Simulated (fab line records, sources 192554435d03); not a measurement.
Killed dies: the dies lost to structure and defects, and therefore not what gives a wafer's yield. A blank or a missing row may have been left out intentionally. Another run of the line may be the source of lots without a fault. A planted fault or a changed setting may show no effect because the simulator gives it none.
The tool behind it: which one?    flow n5Finfet    12 lots, 36 wafers sampled, at 6 steps of a route of 1938

WHAT THE GAUGES READ, wafer by wafer
N5_BEOL_M2_INSPECT_30: inspects for defects (brightfield).
lot   measured      on                rawDefectCount
L075  day 7 02:34   defectInspect-01  550 367 556
L077  day 7 09:31   defectInspect-02  347 292 352
L079  day 7 13:38   defectInspect-02  441 351 391
L081  day 8 11:23   defectInspect-02  489 483 427
L083  day 8 18:26   defectInspect-02  284 405 395
L085  day 9 15:11   defectInspect-02  366 420 437
L087  day 9 21:54   defectInspect-01  448 395 390
L088  day 10 14:15  defectInspect-02  628 524 628
L091  day 10 20:16  defectInspect-01  583 631 539
L093  day 11 08:36  defectInspect-02  404 293 313
L095  day 12 12:38  defectInspect-02  386 443 507
L096  day 12 14:28  defectInspect-02  365 369 353

WHAT TOOL EACH LOT RAN ON (gives the tool, then ch and the chambers of the sampled wafers, and finally the start)
lot   N5_BEOL_M1_PRE_CLEAN_45      N5_BEOL_M1_SPUTTER_81        N5_BEOL_M1_SPUTTER_90        N5_BEOL_M2_ETCH_74                 N5_BEOL_M2_HM_OPEN_17
L075  pvdSputter-03, day 6 20:59   pvdSputter-03, day 6 22:09   pvdSputter-03, day 6 22:49   rieDiel-03 ch 0,1,2, day 7 01:44   rieMetal-01 ch 0,1, day 7 01:58
L077  pvdSputter-03, day 7 01:35   pvdSputter-01, day 7 02:46   pvdSputter-01, day 7 03:26   rieDiel-04 ch 2,3, day 7 08:43     rieMetal-03 ch 0,1, day 7 08:56
L079  pvdSputter-01, day 7 08:13   pvdSputter-01, day 7 09:33   pvdSputter-01, day 7 10:13   rieDiel-04 ch 1,3, day 7 12:45     rieMetal-02 ch 0,1, day 7 12:58
L081  pvdSputter-01, day 8 05:20   pvdSputter-02, day 8 06:42   pvdSputter-02, day 8 07:22   rieDiel-04 ch 1,3, day 8 10:18     rieMetal-03 ch 0,1, day 8 10:33
L083  pvdSputter-01, day 8 11:47   pvdSputter-01, day 8 13:15   pvdSputter-01, day 8 13:55   rieDiel-03 ch 0,1,2, day 8 17:35   rieMetal-02 ch 0,1, day 8 17:48
L085  pvdSputter-02, day 9 06:27   pvdSputter-02, day 9 07:32   pvdSputter-02, day 9 08:11   rieDiel-04 ch 0,1, day 9 14:23     rieMetal-02 ch 0,1, day 9 14:36
L087  pvdSputter-02, day 9 15:11   pvdSputter-01, day 9 16:17   pvdSputter-01, day 9 16:56   rieDiel-03 ch 0,1,3, day 9 20:33   rieMetal-02 ch 0,1, day 9 20:46
L088  pvdSputter-03, day 10 04:41  pvdSputter-03, day 10 05:51  pvdSputter-03, day 10 06:31  rieDiel-03 ch 0,2,3, day 10 12:59  rieMetal-02 ch 0,1, day 10 13:12
L091  pvdSputter-01, day 10 12:55  pvdSputter-03, day 10 14:13  pvdSputter-03, day 10 14:53  rieDiel-03 ch 1,2,3, day 10 19:28  rieMetal-01 ch 0,1, day 10 19:41
L093  pvdSputter-02, day 11 02:05  pvdSputter-02, day 11 03:29  pvdSputter-02, day 11 04:09  rieDiel-03 ch 0,2,3, day 11 07:40  rieMetal-03 ch 0,1, day 11 07:53
L095  pvdSputter-02, day 12 03:27  pvdSputter-02, day 12 05:57  pvdSputter-02, day 12 06:37  rieDiel-04 ch 0,1,3, day 12 11:33  rieMetal-01 ch 0,1, day 12 11:47
L096  pvdSputter-02, day 12 07:55  pvdSputter-02, day 12 08:59  pvdSputter-02, day 12 09:39  rieDiel-04 ch 0,1, day 12 12:20    rieMetal-01 ch 0,1, day 12 12:33
- N5_BEOL_M1_PRE_CLEAN_45: time 30 s.
- N5_BEOL_M1_SPUTTER_81: material Cu, target thk 4.5 nm, time 8.29 s.
- N5_BEOL_M1_SPUTTER_90: material Cu, target thk 4.5 nm, time 8.29 s.
- N5_BEOL_M2_ETCH_74: etches underlayer in N2/H2, target depth 6.5 nm, time 5.2 s.
- N5_BEOL_M2_HM_OPEN_17: chemistry Cl2/BCl3, target TiN, target depth 20 nm, overetch 6 nm.

THE ANSWER, worked out from the rows above alone
Rule: the lots themselves supply what counts as usual. The widest of any qualifying gaps counts: lots, ordered by their means at a reading, are off when they make up no more than a third of the lots, leave a main group of 4 or more, and stand apart from it by 3 or more times the standard deviation of that group's means. A main group whose means are all the same, to the digits that the tables above print for the reading, isn't used. A lot without any number at a reading at which 4 lots or more have one is off too. Any other lot the step has rows for is counted as sound.
No lot is off at any reading shown: from this, nothing can be told.

WHAT THE SIMULATOR HAD INSERTED
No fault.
